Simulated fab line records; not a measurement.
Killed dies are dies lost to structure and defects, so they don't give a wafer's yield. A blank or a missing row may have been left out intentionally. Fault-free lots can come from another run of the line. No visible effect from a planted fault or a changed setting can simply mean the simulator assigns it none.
Matching of chambers    flow n5 finfet    ald sin-04 running N5_FIN_SAQP_ALD_61: 4 sister chambers
The step deposits SiO2, target thk 4 nm, pulse time 1 s, purge time 2 s. 24 wafers are shown with their chamber, then 12 later ones without.

## EACH WAFER AND ITS CHAMBER
wafer   chamber  heater power w (W)  precursor pulse height rel
L077.3  0        484                 1.012
L077.5  2        412                 1.006
L077.6  3        515                 1.003
L079.2  2        421                 1.003
L079.3  0        485                 1.009
L079.6  0        487                 1.037
L082.2  3        509                 1.024
L082.3  0        495                 0.996
L082.5  0        487                 1.030
L084.1  0        487                 0.980
L084.2  2        418                 1.034
L084.4  1        454                 1.001
L085.2  2        416                 1.003
L085.3  3        510                 1.025
L085.5  2        416                 1.021
L088.2  3        520                 0.972
L088.5  3        517                 1.042
L088.6  2        415                 1.003
L089.4  2        409                 1.006
L089.5  2        414                 1.007
L089.6  3        501                 1.014
L091.1  2        426                 1.001
L091.3  1        460                 1.035
L091.5  1        451                 0.977

SIGNATURES, as means of the wafers listed above
reading                     chamber 0  chamber 1  chamber 2  chamber 3  scatter within a chamber
heater power w              487.50     455.00     416.33     512.00     5.23
precursor pulse height rel  1.01067    1.00433    1.00933    1.01333    0.0197
Rule: a wafer lies at a distance from a chamber equal to the root of the sum of squares, over the readings, of (its reading less the chamber's mean, divided by the reading's scatter). The wafer belongs to the nearest chamber; if the next one is less than 2 further off, it can't be placed. The scatter: the root of (the sum of the squares of (reading less its chamber's mean) over the shown wafers, divided by (wafers less chambers)).

## WAFERS WITH NO CHAMBER GIVEN
wafer   heater power w (W)  precursor pulse height rel
L092.1  423                 0.987
L092.2  461                 0.998
L092.6  460                 1.005
L093.1  475                 0.999
L093.4  415                 1.026
L093.5  513                 1.009
L095.1  495                 1.038
L095.2  510                 0.993
L095.4  454                 0.993
L096.2  496                 1.019
L096.3  418                 0.990
L096.5  508                 0.986

## WHICH CHAMBER EACH WENT THROUGH
wafer   from the rows above      in truth
L092.1  2                        2
L092.2  1                        1
L092.6  1                        1
L093.1  can't be placed: 0 or 1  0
L093.4  2                        2
L093.5  3                        3
L095.1  can't be placed: 0 or 3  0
L095.2  3                        3
L095.4  1                        1
L096.2  can't be placed: 0 or 3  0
L096.3  2                        2
L096.5  3                        3
Placed correctly: 9 of 12. From these rows, 3 cannot be placed; in 3 the true chamber is one of the candidates. 0 placed wrongly.
